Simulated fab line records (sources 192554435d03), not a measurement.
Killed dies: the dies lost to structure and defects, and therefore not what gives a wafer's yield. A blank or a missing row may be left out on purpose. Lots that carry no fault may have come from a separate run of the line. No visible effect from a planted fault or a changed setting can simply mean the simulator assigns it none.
Which tool did it?	flow n5 finfet	Sampling: 10 lots, 30 wafers, 5 of 1938 route steps

== WHAT EACH GAUGE READ, for each wafer ==
N5_BEOL_M11_OVL_MEAS_29.
lot	measured	on	V10_OVL (nm)
L881	day 11 22:10	overlay-02	0.2 0.8 0.5
L882	day 12 06:02	overlay-01	-0.3 0.1 -0.9
L883	day 12 09:00	overlay-01	1.4 1.2 0.5
L886	day 13 11:56	overlay-01	-0.1 -1.6 -1.1
L890	day 13 20:40	overlay-02	1.5 1.7 2.4
L889	day 13 23:37	overlay-02	0.3 1.1 0.4
L891	day 15 01:01	overlay-02	1.0 -0.6 0.3
L893	day 15 03:35	overlay-02	1.8 -0.1 0.0
L896	day 16 06:59	overlay-01	0.5 -0.8 -0.2
L901	day 17 11:49	overlay-02	-0.4 -1.6 -1.7

N5_BEOL_M11_INSPECT_30: inspects for defects (brightfield).
lot	measured	on	raw defect count
L881	day 11 22:11	defect inspect-02	321 444 316
L882	day 12 06:04	defect inspect-02	259 361 401
L883	day 12 09:01	defect inspect-02	348 396 400
L886	day 13 11:57	defect inspect-01	339 323 411
L890	day 13 20:41	defect inspect-02	358 497 326
L889	day 13 23:38	defect inspect-01	783 719 879
L891	day 15 01:02	defect inspect-01	345 389 363
L893	day 15 03:37	defect inspect-01	872 886 905
L896	day 16 07:00	defect inspect-02	241 299 299
L901	day 17 11:50	defect inspect-01	310 399 467

== WHAT TOOL EACH LOT RAN ON (gives the tool, then ch and the chambers of the sampled wafers, and finally the start) ==
lot	N5_BEOL_M11_ETCH_62	N5_BEOL_M11_HM_OPEN_17	N5_BEOL_M11_STRIP_19
L881	rie diel-01 ch 0,1, day 11 21:21	rie metal-03 ch 0,1, day 11 21:32	rie diel-02 ch 0,2,3, day 11 21:39
L882	rie diel-04 ch 0,1,3, day 12 04:29	rie metal-02 ch 0,1, day 12 04:40	rie diel-01 ch 0,1, day 12 04:47
L883	rie diel-01 ch 2,3, day 12 08:15	rie metal-02 ch 0,1, day 12 08:26	rie diel-04 ch 1,2,3, day 12 08:33
L886	rie diel-01 ch 0,1,3, day 13 08:46	rie metal-02 ch 0,1, day 13 09:03	rie diel-02 ch 1,2, day 13 09:10
L890	rie diel-02 ch 1,2,3, day 13 16:40	rie metal-03 ch 0,1, day 13 16:49	rie diel-02 ch 1,2,3, day 13 16:55
L889	rie diel-01 ch 1,3, day 13 21:28	rie metal-02 ch 0,1, day 13 21:41	rie diel-02 ch 1,2, day 13 21:49
L891	rie diel-04 ch 0,3, day 14 22:32	rie metal-01 ch 0,1, day 14 22:43	rie diel-01 ch 0,3, day 14 22:52
L893	rie diel-04 ch 0,1, day 15 02:52	rie metal-02 ch 0,1, day 15 03:02	rie diel-04 ch 0,2,3, day 15 03:10
L896	rie diel-04 ch 0,1,3, day 16 03:06	rie metal-01 ch 0,1, day 16 03:17	rie diel-01 ch 0,1,2, day 16 03:37
L901	rie diel-02 ch 1,2,3, day 17 10:55	rie metal-02 ch 1, day 17 11:06	rie diel-04 ch 0,3, day 17 11:18
- N5_BEOL_M11_ETCH_62: etches SOC in N2/H2, target depth 110 nm, overetch 22 nm, time 165 s.
- N5_BEOL_M11_HM_OPEN_17: chemistry Cl2/BCl3, target TiN, target depth 20 nm, overetch 6 nm.
- N5_BEOL_M11_STRIP_19: strips in O2.

== WHAT THE TOOLS THEMSELVES READ (means of the sampled wafers that have a number; where no wafer has one, the mark that the record gives instead) ==
N5_BEOL_M11_ETCH_62.
lot	tool	drypump motor current A (A)	oes product au (a.u.)	rf vpp V (V)	showerhead plenum p Torr (Torr)	throttle valve pct (%)
L881	rie diel-01	5.8	0.63	523.0	2.52	18.03
L882	rie diel-04	5.1	0.69	525.4	2.60	17.75
L883	rie diel-01	5.3	0.72	522.8	2.48	17.40
L886	rie diel-01	5.7	0.67	522.8	2.52	17.76
L890	rie diel-02	5.9	0.65	524.9	2.57	17.85
L889	rie diel-01	5.6	0.64	522.0	2.49	18.06
L891	rie diel-04	5.0	0.64	526.3	2.65	17.77
L893	rie diel-04	5.1	0.66	522.8	2.51	17.95
L896	rie diel-04	5.1	0.66	526.7	2.59	17.80
L901	rie diel-02	5.9	0.69	524.4	2.56	17.74

N5_BEOL_M11_HM_OPEN_17.
lot	tool	drypump motor current A (A)	mfc cl2 sccm (sccm)	oes product au (a.u.)	throttle valve pct (%)
L881	rie metal-03	5.87	53.45	0.72	21.84
L882	rie metal-02	6.01	53.14	0.64	22.07
L883	rie metal-02	5.84	53.17	0.67	22.14
L886	rie metal-02	5.82	53.21	0.67	22.14
L890	rie metal-03	5.97	53.31	0.72	22.02
L889	rie metal-02	5.99	53.27	0.63	22.08
L891	rie metal-01	5.66	53.21	0.60	22.15
L893	rie metal-02	5.85	53.24	0.66	22.14
L896	rie metal-01	5.66	53.10	0.59	22.16
L901	rie metal-02	6.11	53.15	0.58	22.03

N5_BEOL_M11_STRIP_19.
lot	tool	drypump motor current A (A)	o2 flow sccm (sccm)	oes product au (a.u.)	rf vpp V (V)	showerhead plenum p Torr (Torr)	throttle valve pct (%)
L881	rie diel-02	5.9	225.4	0.69	4.0	2.10	16.77
L882	rie diel-01	5.8	224.7	0.77	3.9	2.10	16.60
L883	rie diel-04	5.3	225.0	0.82	4.1	2.14	16.56
L886	rie diel-02	5.8	224.7	0.83	4.3	2.14	16.52
L890	rie diel-02	5.9	225.1	0.76	3.2	2.12	16.65
L889	rie diel-02	5.9	224.8	0.77	4.5	2.07	16.58
L891	rie diel-01	5.7	224.9	0.81	4.2	2.09	16.40
L893	rie diel-04	5.2	225.4	0.76	3.7	2.18	16.61
L896	rie diel-01	5.7	225.4	0.84	3.9	2.07	16.45
L901	rie diel-04	5.0	224.8	0.93	2.9	2.17	16.35

== THE ANSWER, worked out from the rows above alone ==
Rule: the lots themselves supply what counts as usual. Put in order of their means at a reading, lots are off if they are a third of the lots or fewer, leave a main group of 4 or more, and stand apart from it by a gap of 3 or more times the standard deviation of the main group's means; of several such gaps the widest counts. Not used: any main group whose means are identical at the precision the tables above print for the reading. A lot without any number at a reading at which 4 lots or more have one is off too. Any other lot the step has rows for is counted as sound. The gauges are gone through in route order, then the tools' own readings, and for those a lot's mean is taken as printed above. The first step at which some lot is off is used, and at that step the reading that is off furthest; a lot without a number counts as furthest.
Off, at N5_BEOL_M11_INSPECT_30 on raw defect count: L889, L893. Main group: mean 359, sd 34.
A tool fits if, at a process step before that reading, it ran every lot that is off, and no sound lot after the first of them. Those tools and the gauges at N5_BEOL_M11_INSPECT_30 are tried in the same way. Of those tried, none fits.

== WHAT THE SIMULATOR HAD PUT IN ==
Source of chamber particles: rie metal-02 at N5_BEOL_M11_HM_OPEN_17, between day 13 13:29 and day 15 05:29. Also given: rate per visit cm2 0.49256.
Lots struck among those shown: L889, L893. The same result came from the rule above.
